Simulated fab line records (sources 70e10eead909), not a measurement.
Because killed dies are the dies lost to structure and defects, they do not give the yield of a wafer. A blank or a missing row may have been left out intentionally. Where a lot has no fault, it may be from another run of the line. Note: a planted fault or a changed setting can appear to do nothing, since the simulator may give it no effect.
Chamber matching ; flow nand-harc ; 3 sister chambers for NHARC_A_CHANNEL_HOLE_D2_DEP_01 on pecvd-03
The step deposits SiON, target thk 140 nm. 3 wafers are shown with their chamber, then 7 later ones without.

## WAFERS PAIRED WITH THEIR CHAMBERS
wafer;chamber;heater-power-w (W)
L085.5;1;626
L087.1;2;829
L087.2;0;678

## WAFERS WITH NO CHAMBER GIVEN
wafer;heater-power-w (W)
L087.3;595
L095.1;642
L095.3;814
L095.4;855
L096.1;557
L096.2;845
L096.3;791

## WHICH CHAMBER EACH WENT THROUGH
wafer;from the rows above;in truth
L087.3;can't be placed: 1 or 0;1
L095.1;can't be placed: 1 or 0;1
L095.3;2;2
L095.4;2;2
L096.1;can't be placed: 1 or 0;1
L096.2;2;2
L096.3;2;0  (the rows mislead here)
Placed correctly: 3 of 7. Not placeable from these rows: 3 (in 3, the candidates include the true chamber). Number placed wrongly: 1.
How it was worked out, from the rows above alone: a wafer's distance from a chamber is the root of the sum, over the readings, of the square of ((its reading less the chamber's mean) divided by the reading's scatter). The wafer belongs to the nearest chamber; if the next one is less than 2 further off, it can't be placed. A chamber's mean is the mean of its shown wafers. The scatter: with one shown wafer a chamber, the root of the mean of the squares of how far each hidden wafer lies from its nearest shown one.
